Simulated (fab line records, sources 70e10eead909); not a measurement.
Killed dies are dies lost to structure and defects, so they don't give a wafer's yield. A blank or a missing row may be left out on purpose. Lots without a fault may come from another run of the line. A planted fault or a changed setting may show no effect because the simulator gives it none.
A struck lot beside a sound one | flow nand_harc | 24 steps out of a route of 1302
Sound: wafers L895.2, L895.3, L895.4. Struck: wafers L913.2, L913.4, L913.5. The cause comes at the end.
At each step with rows: each side's tool, then ch and its chambers, then its first start. Under that, the readings that differ: sound wafers | struck wafers | difference of the means | sigmas: that difference in standard deviations of wafers without a fault.
alike: readings whose means differ by less than 2 such deviations, and words and numbers that are the same on both sides. not compared: withheld readings, readings that some wafer has no value for, bounds like >300 that may hide the same value, and numbers for which the record gives no deviation and whose values overlap.
The two part at a step that has a row with sigmas, a row that says differs or no value, or rows on one side only. Numbers that don't overlap but have no deviation are shown without sigmas and don't part them. A reading that every wafer of one side lacks parts them only if that side has two wafers or more.

NHARC_A_M0_INSPECT_27:
  sound on defect_inspect-02, day 23 18:25; struck on defect_inspect-01, day 30 09:43
  alike: raw_defect_count
NHARC_A_M0_PRE_CLEAN_31: time 12 s.
  sound on pecvd-02 ch 0,1,2, day 23 18:29; struck on pecvd-02 ch 0,1, day 30 09:48
  alike: heater_power_w
NHARC_A_M0_DEP_32: deposits SiCN, target thk 30 nm.
  sound on pecvd-02 ch 0,1,2, day 23 18:36; struck on pecvd-02 ch 0,1, day 30 09:55
  alike: heater_power_w
then, 8 steps without rows for these wafers: NHARC_A_M1_DEP_00 (deposits SiOC, target thk 182.5 nm); NHARC_A_M1_DEHYDRATE_01 (time 120 s); NHARC_A_M1_HMDS_02 (time 30 s); NHARC_A_M1_COAT_34 (time 65 s); NHARC_A_M1_COAT_03 (resist thk 90 nm); NHARC_A_M1_SOFTBAKE_04 (time 55 s); NHARC_A_M1_EBR_05; NHARC_A_M1_EXPOSE_06 (exposes mask A M1, target cd 120 nm).
NHARC_A_M1_PEB_07: peb time 65 s.
  sound on litho_track-04 ch 0, day 23 19:44; struck on litho_track-04 ch 0, day 30 10:55
  reading                  | sound              | struck            | difference | sigmas
  heater_power_total_W (W) | 156.2 156.4 157.0  | 148.8 149.0 148.6 | -7.7       | -18
  plate_temp_C (C)         | 100.06 99.95 99.77 | 96.30 96.25 96.40 | -3.61      | -30
  alike: resist_line_temp_C
then, 1 step without rows for these wafers: NHARC_A_M1_DEVELOP_08 (develop time 35 s).
NHARC_A_M1_CD_MEAS_09: target cd 120 nm.
  sound on cd_sem-03 ch 0, day 23 19:49; struck on cd_sem-03 ch 0, day 30 10:59
  reading    | sound             | struck            | difference | sigmas
  cd_nm (nm) | 120.7 120.7 120.3 | 108.5 109.1 108.9 | -11.7      | -23
NHARC_A_M1_OVL_MEAS_10: pitch 240 nm.
  sound on overlay-02, day 23 19:53; struck on overlay-01, day 30 11:05
  alike: overlay_x_nm, overlay_y_nm
NHARC_A_M1_INSPECT_11:
  sound on defect_inspect-02, day 23 19:56; struck on defect_inspect-01, day 30 11:07
  alike: raw_defect_count
NHARC_A_M1_DESCUM_14: chemistry O2, time 3 s.
  sound on rie_diel-04 ch 0,1,2, day 23 20:00; struck on rie_diel-05 ch 0,2, day 30 11:11
  reading               | sound           | struck            | difference | sigmas
  model.A_M1.cd_nm (nm) | 121.5 120.6 121 | 108.7 108.7 108.6 | -12.4      |
  alike: drypump_motor_current_A, mfc_ar_sccm, oes_product_au, rf_vpp_V, showerhead_plenum_p_Torr, throttle_valve_pct
  not compared: rf_hours_counter_h
NHARC_A_M1_ETCH_35: etches the open film in N2/H2, target depth 40 nm, overetch 12 nm, time 43.94 s.
  sound on rie_diel-04 ch 0,2,3, day 23 20:04; struck on rie_diel-05 ch 1,2,3, day 30 11:16
  alike: drypump_motor_current_A, mfc_ar_sccm, oes_product_au, rf_vpp_V, showerhead_plenum_p_Torr, throttle_valve_pct
  not compared: rf_hours_counter_h
NHARC_A_M1_ETCH_15: etches the open film in C4F8/Ar, target depth 182.5 nm, time 91.2 s.
  sound on rie_diel-04 ch 0,2,3; struck on rie_diel-05 ch 1,2,3
  alike: oes_product_au, rf_vpp_V
  not compared: rf_hours_counter_h
NHARC_A_M1_CD_MEAS_16:
  sound on cd_sem-03, day 23 20:18; struck on cd_sem-02, day 30 11:29
  reading    | sound             | struck            | difference | sigmas
  cd_nm (nm) | 121.3 120.4 120.8 | 108.6 108.2 108.6 | -12.4      | -16
NHARC_A_M1_STRIP_18: strips in N2/H2.
  sound on rie_diel-06 ch 0,1,2, day 23 20:22; struck on rie_diel-04 ch 0,3, day 30 11:34
  reading                | sound                | struck               | difference | sigmas
  throttle_valve_pct (%) | 14.166 14.172 14.159 | 14.186 14.177 14.191 | +0.019     | +2
  alike: drypump_motor_current_A, mfc_ar_sccm, oes_product_au, rf_vpp_V, showerhead_plenum_p_Torr
  not compared: rf_hours_counter_h
NHARC_A_M1_ETCH_28: etches the open film in CF4/N2, target depth 30 nm, time 72.99 s.
  sound on rie_diel-06 ch 0,1,2; struck on rie_diel-04 ch 1,2
  reading               | sound             | struck            | difference | sigmas
  model.A_M1.cd_nm (nm) | 121.5 120.4 120.7 | 108.7 107.8 107.9 | -12.7      |
  alike: drypump_motor_current_A, mfc_ar_sccm, oes_product_au, rf_vpp_V, showerhead_plenum_p_Torr, throttle_valve_pct
  not compared: rf_hours_counter_h
then, 1 step without rows for these wafers: NHARC_A_M1_STRIP_19 (strips in post etch residue remover, time 600 s).
NHARC_END_SORT_01:
  the record has rows for the sound wafers here (prober-01 ch 0, day 25 05:30) and none for the struck ones

WHERE THEY PART
First at NHARC_A_M1_PEB_07; last, within this record, at NHARC_END_SORT_01.

WHY: what the simulator had put in
Process parameter drift: litho_track-04, from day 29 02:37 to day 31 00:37, at NHARC_A_M1_PEB_07. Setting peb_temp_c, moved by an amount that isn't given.
